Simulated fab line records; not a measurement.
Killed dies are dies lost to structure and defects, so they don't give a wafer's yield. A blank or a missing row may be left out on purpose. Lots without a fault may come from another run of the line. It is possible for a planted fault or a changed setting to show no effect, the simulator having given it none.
Struck lot and sound lot, side by side ; flow n5_finfet ; 14 steps out of a route of 1938
Sound: the wafers L502.1, L502.2, L502.5. Wafers struck: L521.1, L521.5. The cause is given at the end.
For every step that has rows: the tool of each side, followed by ch and its chambers, followed by its first start. Under that, the readings that differ: sound wafers ; struck wafers ; difference of the means ; sigmas: that difference in standard deviations of wafers without a fault.
alike: a reading whose means differ by less than 2 such deviations, as well as words and numbers matching on both sides. not compared: withheld readings; readings where some wafer has no value; bounds like >300 that might hide an equal value; numbers whose values overlap and for which the record gives no deviation.
A row with sigmas, a row that says differs or no value, or rows on one side alone: a step with any of these is where the two part. Numbers that have no deviation but don't overlap get no sigmas and don't part them. A reading that every wafer of one side lacks parts them only if that side has two wafers or more.

first, 2 steps without rows for these wafers: N5_BEOL_M12_PRECLEAN_39 (cleans in residue remover, time 60 s); N5_BEOL_M12_SRD_40 (time 30 s, dry time 30 s).
N5_BEOL_M12_DEGAS_41: time 60 s.
  sound: pvd_sputter-01 at day 11 18:16; struck: pvd_sputter-01 at day 16 11:02
  alike: heater_power_w
then, 1 step without rows for these wafers: N5_BEOL_M12_PRE_CLEAN_42 (time 30 s).
N5_BEOL_M12_SPUTTER_43: material TaN, target thk 15 nm, time 24.19 s.
  sound: pvd_sputter-01 at day 11 18:21; struck: pvd_sputter-01 at day 16 11:07
  alike: cathode_dc_power_W, chamber_pressure_pa, throttle_valve_pct
then, 1 step without rows for these wafers: N5_BEOL_M12_SPUTTER_44 (material Ta, target thk 10 nm, time 16.13 s).
N5_BEOL_M12_SPUTTER_45: material Cu, target thk 80 nm, time 13.33 s.
  sound: pvd_sputter-01 at day 11 18:31; struck: pvd_sputter-01 at day 16 11:16
  alike: cathode_dc_power_W, chamber_pressure_pa, throttle_valve_pct
then, 1 step without rows for these wafers: N5_BEOL_M12_ECD_47 (material Cu, target thk 720 nm).
N5_BEOL_M12_ANNEAL_48: time 90 s.
  sound on rtp_anneal-02 ch 0, day 11 18:47; struck on rtp_anneal-02 ch 0, day 16 11:32
  alike: wafer_temp_C_max
N5_BEOL_M12_CMP_49: polishes, stops on SiOC, t overpolish 20.6 s, target thk 320 nm.
  sound on cmp-01 ch 0,1, day 11 19:04; struck on cmp-03 ch 0, day 16 11:50
  alike: barrier_field_endpoint_s, motor_current_A, overpolish_run_s, slurry_flow_ml_min
  not compared: pad_life_wafers
N5_BEOL_M12_THK_MEAS_50: measures by xrf.
  sound: film_metro-02 at day 11 19:22; struck: film_metro-02 at day 16 12:08
  alike: M12_THK
then, 1 step without rows for these wafers: N5_BEOL_M12_PRE_CLEAN_52 (time 15 s).
N5_BEOL_M12_DEP_53: deposits SiCN from 3MS/NH3, target thk 30 nm, time 10.5 s.
  sound on pecvd-04 ch 0,1, day 11 19:26; struck on pecvd-04 ch 0, day 16 12:12
reading;sound;struck;difference;sigmas
model.SiCN_of_BEOL_M12_DEP_53.thk_nm (nm);29.8 29.8 30.4;12.8 12.8;-17.2;
  alike: showerhead_plenum_p_Torr, throttle_valve_pct
N5_BEOL_M12_RS_MEAS_54: the measuring method here is four-point-probe.
  sound: film_metro-02 at day 11 19:29; struck: film_metro-02 at day 16 12:16
  alike: M12_RS

## WHERE THEY PART
Nowhere in this record.

WHY: whatever the simulator had introduced
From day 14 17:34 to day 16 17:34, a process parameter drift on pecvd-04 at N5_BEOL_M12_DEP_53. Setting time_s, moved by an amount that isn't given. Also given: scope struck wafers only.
